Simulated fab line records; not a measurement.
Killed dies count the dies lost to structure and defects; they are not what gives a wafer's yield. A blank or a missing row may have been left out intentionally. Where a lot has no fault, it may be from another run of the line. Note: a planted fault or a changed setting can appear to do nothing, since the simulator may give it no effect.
Which of the tools did it? ; flow nand_harc ; 33 wafers from 11 lots sampled at 7 of the route's 1159 steps

== WHAT THE GAUGES SHOWED, per wafer ==
NHARC_P_M0_INSPECT_27.
lot;measured;on;raw_defect_count
L133;day 6 06:33;defect_inspect-01;379 449 226
L136;day 6 17:06;defect_inspect-01;304 321 352
L135;day 6 17:31;defect_inspect-01;575 303 248
L141;day 7 22:59;defect_inspect-02;350 258 245
L142;day 8 02:19;defect_inspect-02;307 296 196
L147;day 9 00:50;defect_inspect-02;207 295 378
L150;day 10 03:10;defect_inspect-01;451 253 615
L152;day 10 13:07;defect_inspect-02;996 912 872
L154;day 10 22:27;defect_inspect-01;415 401 274
L153;day 11 00:38;defect_inspect-02;921 869 1023
L156;day 11 20:13;defect_inspect-01;239 205 311

NHARC_P_M1_INSPECT_11.
lot;measured;on;raw_defect_count
L133;day 6 07:56;defect_inspect-02;3 2 7
L136;day 6 18:37;defect_inspect-01;5 2 2
L135;day 6 18:54;defect_inspect-02;2 6 3
L141;day 8 00:28;defect_inspect-01;3 6 4
L142;day 8 03:50;defect_inspect-02;4 2 4
L147;day 9 02:13;defect_inspect-01;4 2 2
L150;day 10 04:47;defect_inspect-01;4 4 7
L152;day 10 14:31;defect_inspect-01;714 680 678
L154;day 11 00:02;defect_inspect-02;7 3 4
L153;day 11 02:10;defect_inspect-01;678 675 651
L156;day 11 21:36;defect_inspect-01;3 2 5

NHARC_END_SORT_01.
lot;measured;on;defect_limited_yield (%);killed_at_array;killed_at_other;killed_at_periphery;killed_dies;killed_open;killed_short;sort_bin_2_pct (%);sort_bin_3_pct (%);sort_bin_4_pct (%);sort_n_pass;sort_rim_yield_pct (%);sort_yield_pct (%)
L142;day 21 09:28;prober-01;96.3 95.9 95.7;23 22 23;1 5 1;1 1 5;25 28 29;4 6 5;4 3 2;1.8 1.5 1.2;0.15 0.15 0.30;1.8 2.5 2.8;652 649 648;97.2 96.2 91.5;96.3 95.9 95.7
L150;day 23 12:32;prober-01;96.2 95.4 95.6;21 23 22;4 6 2;1 2 6;26 31 30;4 2 1;0 1 1;1.0 1.0 0.9;0.59 0.30 0.30;2.2 3.2 3.2;651 646 647;91.5 96.2 95.3;96.2 95.4 95.6
L152;day 23 20:18;prober-01;33.2 37.1 35.9;20 21 21;1 2 0;431 403 413;452 426 434;3 2 3;1 1 2;24.7 25.0 24.4;5.47 4.87 5.76;36.6 33.1 34.0;225 251 243;36.8 33.0 33.0;33.2 37.1 35.9
L153;day 23 20:22;prober-02;39.3 35.3 37.7;11 13 20;0 0 0;400 425 402;411 438 422;0 2 3;1 0 2;21.9 24.7 23.9;5.76 5.76 4.58;33.1 34.3 33.8;266 239 255;33.0 34.0 38.7;39.3 35.3 37.7

== WHICH TOOL RAN EACH LOT (tool, then ch and the chambers of the sampled wafers, then the start) ==
lot;NHARC_P_CONTACT_ALD_22;NHARC_P_M0_ETCH_34;NHARC_P_M0_PRE_CLEAN_29;NHARC_P_M0_CMP_23
L133;ald_metal-02 ch 0,1,3, day 5 18:37;rie_diel-05 ch 1,2,3, day 6 04:01;pvd_sputter-01, day 6 06:05 or earlier;cmp-01 ch 0,1,2, day 6 06:05
L136;ald_metal-02 ch 0,1, day 6 10:13;rie_diel-05 ch 0,1, day 6 14:42;pvd_sputter-01, day 6 16:37 or earlier;cmp-04 ch 1,3, day 6 16:37
L135;ald_metal-03 ch 1,2,3, day 6 10:35;rie_diel-05 ch 1,2, day 6 15:07;pvd_sputter-02, day 6 17:02 or earlier;cmp-03 ch 0,3, day 6 17:02
L141;ald_metal-03 ch 1,2,3, day 7 17:11;rie_diel-07 ch 0,2,3, day 7 20:30;pvd_sputter-02, day 7 22:30 or earlier;cmp-03 ch 0,3, day 7 22:30
L142;ald_metal-02 ch 0,2,3, day 7 21:18;rie_diel-07 ch 1,3, day 7 23:36;pvd_sputter-02, day 8 01:54 or earlier;cmp-03 ch 0,1,2, day 8 01:54
L147;ald_metal-03 ch 0,1,2, day 8 19:55;rie_diel-06 ch 0,1,3, day 8 22:23;pvd_sputter-03, day 9 00:23 or earlier;cmp-01 ch 0,1,3, day 9 00:23
L150;ald_metal-01 ch 0,2, day 9 22:20;rie_diel-07 ch 0,1,2, day 10 00:46;pvd_sputter-03, day 10 02:41 or earlier;cmp-01 ch 0,1, day 10 02:41
L152;ald_metal-03 ch 0,2,3, day 10 08:16;rie_diel-06 ch 0,1,3, day 10 10:43;pvd_sputter-02, day 10 12:40 or earlier;cmp-01 ch 0,2,3, day 10 12:40
L154;ald_metal-02 ch 0,2,3, day 10 17:23;rie_diel-06 ch 0,2, day 10 20:01;pvd_sputter-03, day 10 21:58 or earlier;cmp-04 ch 0,1, day 10 21:58
L153;ald_metal-03 ch 0,1,2, day 10 19:57;rie_diel-06 ch 2,3, day 10 22:13;pvd_sputter-01, day 11 00:10 or earlier;cmp-01 ch 1,2,3, day 11 00:10
L156;ald_metal-01 ch 0,2,3, day 11 15:17;rie_diel-05 ch 0,1,3, day 11 17:41;pvd_sputter-01, day 11 19:46 or earlier;cmp-04 ch 0,1,2, day 11 19:46
- NHARC_P_CONTACT_ALD_22: deposits TiN, target thk 3 nm, pulse time 1 s, ald cycles 150.
- NHARC_P_M0_ETCH_34: etches the open film in N2/H2, target depth 40 nm, overetch 12 nm, time 43.94 s.
- NHARC_P_M0_PRE_CLEAN_29: time 30 s.
- NHARC_P_M0_CMP_23: polishes, t overpolish 20 s, target thk 117.53 nm.

== WHAT THE TOOLS THEMSELVES READ (means of the sampled wafers that have a number; where no wafer has one, the mark that the record gives instead) ==
NHARC_P_CONTACT_ALD_22.
lot;tool;heater_power_w (W);precursor_pulse_height_rel
L133;ald_metal-02;1038;1.002
L136;ald_metal-02;1059;1.018
L135;ald_metal-03;1077;0.995
L141;ald_metal-03;1075;1.015
L142;ald_metal-02;1076;0.989
L147;ald_metal-03;1097;1.003
L150;ald_metal-01;1055;1.003
L152;ald_metal-03;987;1.005
L154;ald_metal-02;1011;1.014
L153;ald_metal-03;1085;1.003
L156;ald_metal-01;1068;1.014

NHARC_P_M0_ETCH_34.
lot;tool;chamber_pressure_mTorr (mTorr);drypump_motor_current_A (A);oes_product_au (a.u.);rf_vpp_V (V);showerhead_plenum_p_Torr (Torr);throttle_valve_pct (%)
L133;rie_diel-05;29.981;5.6;1.009;433.0;2.11;14.178
L136;rie_diel-05;29.993;5.5;0.998;432.4;2.12;14.171
L135;rie_diel-05;30.002;5.4;1.007;433.9;2.14;14.169
L141;rie_diel-07;29.997;6.4;1.007;430.2;2.03;14.161
L142;rie_diel-07;29.996;5.8;1.001;433.0;2.14;14.178
L147;rie_diel-06;30.008;6.0;1.008;430.8;2.05;14.156
L150;rie_diel-07;30.004;6.0;1.011;431.2;2.07;14.172
L152;rie_diel-06;30.007;6.0;1.002;431.1;2.05;14.172
L154;rie_diel-06;30.017;6.0;0.990;429.8;2.02;14.167
L153;rie_diel-06;29.999;5.7;0.987;431.8;2.10;14.167
L156;rie_diel-05;30.032;5.7;0.998;432.7;2.08;14.161

NHARC_P_M0_PRE_CLEAN_29.
lot;tool;heater_power_w (W)
L133;pvd_sputter-01;411
L136;pvd_sputter-01;422
L135;pvd_sputter-02;445
L141;pvd_sputter-02;436
L142;pvd_sputter-02;440
L147;pvd_sputter-03;382
L150;pvd_sputter-03;406
L152;pvd_sputter-02;443
L154;pvd_sputter-03;385
L153;pvd_sputter-01;430
L156;pvd_sputter-01;453

NHARC_P_M0_CMP_23.
lot;tool;motor_current_A (A);time_to_endpoint_s (s)
L133;cmp-01;11.6;29.1
L136;cmp-04;12.0;27.2
L135;cmp-03;13.3;27.2
L141;cmp-03;12.7;26.0
L142;cmp-03;12.2;27.8
L147;cmp-01;12.4;29.3
L150;cmp-01;11.5;29.5
L152;cmp-01;12.3;29.5
L154;cmp-04;11.3;29.0
L153;cmp-01;12.2;28.9
L156;cmp-04;12.4;29.3

== THE ANSWER, worked out from the rows above alone ==
Rule: the usual values come from the lots themselves. The widest of any qualifying gaps counts: lots, ordered by their means at a reading, are off when they make up no more than a third of the lots, leave a main group of 4 or more, and stand apart from it by 3 or more times the standard deviation of that group's means. A main group whose means are all the same, to the digits that the tables above print for the reading, isn't used. Also off: a lot with no number at a reading for which 4 or more lots have one. Any other lot the step has rows for is counted as sound. First the gauges in route order, then the tools' own readings, where a lot's mean is used as printed above. The first step at which some lot is off is used, and at that step the reading that is off furthest; a lot without a number counts as furthest.
Off: L152, L153, at NHARC_P_M0_INSPECT_27 (raw_defect_count). Main group: mean 328, sd 57.
A tool fits if, at a process step before that reading, it ran every lot that is off, and no sound lot after the first of them. Not tried: the gauges at NHARC_P_M0_INSPECT_27; whatever is off there is also off at NHARC_P_M1_INSPECT_11, on other tools, and gauge error can't account for it. Because NHARC_P_M0_PRE_CLEAN_29 lacks a start for some lots, the hours and order of its lots are taken from NHARC_P_M0_CMP_23. 2 tools fit, ald_metal-03 at NHARC_P_CONTACT_ALD_22 and cmp-01 at NHARC_P_M0_CMP_23, so this cannot tell which one it is.

== WHAT THE SIMULATOR HAD PUT IN ==
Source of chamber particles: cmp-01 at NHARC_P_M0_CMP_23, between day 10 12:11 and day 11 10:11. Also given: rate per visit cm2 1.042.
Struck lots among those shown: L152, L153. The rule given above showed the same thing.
